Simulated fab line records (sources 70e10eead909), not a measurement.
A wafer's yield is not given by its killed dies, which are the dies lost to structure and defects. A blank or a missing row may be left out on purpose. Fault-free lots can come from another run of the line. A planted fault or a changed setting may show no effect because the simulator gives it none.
Which tool did it? ; flow nand harc ; Sampling: 6 lots, 18 wafers, 5 of 1159 route steps

== WHAT THE GAUGES READ, wafer by wafer ==
NHARC_A_M1_THK_MEAS_24: measures by xrf.
lot;measured;on;thk nm (nm)
L796;day 18 04:53;film metro-02;153.9 154.3 154.8
L800;day 18 17:42;film metro-01;155.1 153.0 153.1
L804;day 20 09:35;film metro-01;154.5 151.0 156.4
L807;day 20 23:30;film metro-02;153.5 152.5 153.9
L806;day 21 22:59;film metro-01;154.2 153.4 154.3
L811;day 22 08:11;film metro-02;31.0 30.9 27.9 29.5 31.5 29.9

== WHAT TOOL EACH LOT RAN ON (gives the tool, then ch and the chambers of the sampled wafers, and finally the start) ==
lot;NHARC_A_M0_CMP_23;NHARC_A_M0_DEP_32;NHARC_A_M1_ECD_22;NHARC_A_M1_CMP_23
L796;cmp-01 ch 2,3, day 18 00:22;pecvd-04 ch 0,2, day 18 01:02;ecd cu-01 ch 0, day 18 03:52;cmp-01 ch 2,3, day 18 04:34
L800;cmp-02 ch 0,2, day 18 13:09;pecvd-04 ch 1,2, day 18 13:46;ecd cu-02 ch 0,1, day 18 16:34;cmp-03 ch 1,2, day 18 17:25
L804;cmp-01 ch 0,2,3, day 20 05:07;pecvd-03 ch 1,2, day 20 05:44;ecd cu-01 ch 0,1, day 20 08:33;cmp-02 ch 0,2, day 20 09:18
L807;cmp-04 ch 1,2,3, day 20 18:13;pecvd-04 ch 0,1,2, day 20 19:40;ecd cu-02 ch 0,1, day 20 22:28;cmp-02 ch 1,2,3, day 20 23:11
L806;cmp-02 ch 0,1,3, day 21 18:29;pecvd-04 ch 0,1,2, day 21 19:07;ecd cu-01 ch 0,1, day 21 21:55;cmp-02 ch 1,2,3, day 21 22:42
L811;cmp-04 ch 1,2,3, day 22 03:44;pecvd-03 ch 1,2, day 22 04:22;ecd cu-01 ch 0,1, day 22 07:11;cmp-03 ch 0,2, day 22 07:52
- NHARC_A_M0_CMP_23: polishes, t overpolish 20 s, target thk 113.75 nm.
- NHARC_A_M0_DEP_32: deposits SiCN, target thk 30 nm.
- NHARC_A_M1_ECD_22: material Cu, target thk 400 nm.
- NHARC_A_M1_CMP_23: polishes, t overpolish 20 s, target thk 154.34 nm.

== THE ANSWER, worked out from the rows above alone ==
Rule: usual is defined by the lots themselves. Put in order of their means at a reading, lots are off if they are a third of the lots or fewer, leave a main group of 4 or more, and stand apart from it by a gap of 3 or more times the standard deviation of the main group's means; of several such gaps the widest counts. A main group is skipped when, at the precision printed for the reading in the tables above, its means are all equal. Also off: a lot with no number at a reading for which 4 or more lots have one. Any other lot the step has rows for is counted as sound.
Off: L811 (NHARC_A_M1_THK_MEAS_24, thk nm). Mean 153.9 nm and standard deviation 0.34 in the main group.
A tool fits if, at a process step before that reading, it ran every lot that is off, and no sound lot after the first of them. Gauges at NHARC_A_M1_THK_MEAS_24: tried the same way as those tools. Can't be told from this: 5 tools fit, cmp-04 at NHARC_A_M0_CMP_23, pecvd-03 at NHARC_A_M0_DEP_32, ecd cu-01 at NHARC_A_M1_ECD_22, cmp-03 at NHARC_A_M1_CMP_23, film metro-02 at NHARC_A_M1_THK_MEAS_24.

== WHAT WAS PUT IN BY THE SIMULATOR ==
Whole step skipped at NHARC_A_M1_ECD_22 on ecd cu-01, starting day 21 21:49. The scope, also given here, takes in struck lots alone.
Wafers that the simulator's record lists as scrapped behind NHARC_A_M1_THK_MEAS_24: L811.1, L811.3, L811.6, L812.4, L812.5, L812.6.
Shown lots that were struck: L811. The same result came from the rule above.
